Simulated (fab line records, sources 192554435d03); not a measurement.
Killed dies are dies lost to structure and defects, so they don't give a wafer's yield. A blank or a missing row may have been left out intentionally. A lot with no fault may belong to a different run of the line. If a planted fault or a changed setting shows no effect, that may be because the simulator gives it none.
Chamber matching ; flow n5_finfet ; N5_BEOL_M3_PRE_CLEAN_60 on cvd_co-01 has 3 sister chambers
The step time 15 s. 18 wafers are shown with their chamber, then 9 later ones without.

EACH WAFER AND ITS CHAMBER
wafer;chamber;heater_power_outer_w (W);heater_power_w (W)
L075.1;0;36;97
L075.3;1;43;125
L075.6;0;36;96
L077.2;0;36;97
L077.4;2;7;58
L077.6;0;36;98
L079.1;1;42;124
L079.2;0;37;95
L079.4;1;42;123
L081.2;0;37;95
L081.4;0;36;94
L081.6;1;42;120
L082.1;2;7;59
L082.4;1;41;124
L082.6;0;36;96
L087.3;1;43;124
L087.4;2;7;60
L087.5;0;37;96

SIGNATURES, as means of the wafers listed above
reading;chamber 0;chamber 1;chamber 2;scatter within a chamber
heater_power_outer_w;36.33;42.17;7.00;0.568
heater_power_w;96.00;123.33;59.00;1.4
Rule: for a wafer and a chamber, the distance is found by dividing, reading by reading, the gap between the wafer's reading and the chamber's mean by the reading's scatter, squaring, summing and taking the root. If the next closest chamber is less than 2 further off than the closest, the wafer can't be placed; otherwise it belongs to the closest. How the scatter is found: for the shown wafers, subtract from each reading the mean of its chamber, square and add these, divide the total by (wafers less chambers), then take the root.

WAFERS MISSING THEIR CHAMBER
wafer;heater_power_outer_w (W);heater_power_w (W)
L086.2;41;125
L086.4;41;125
L086.5;36;96
L089.1;36;97
L089.2;7;59
L089.4;37;99
L095.1;7;61
L095.3;43;127
L095.4;36;96

EACH ONE'S CHAMBER
wafer;from the rows above;in truth
L086.2;1;1
L086.4;1;1
L086.5;0;0
L089.1;0;0
L089.2;2;2
L089.4;0;0
L095.1;2;2
L095.3;1;1
L095.4;0;0
Correct placement for 9 of the 9. Not placeable from these rows: 0. Wrongly placed: 0.
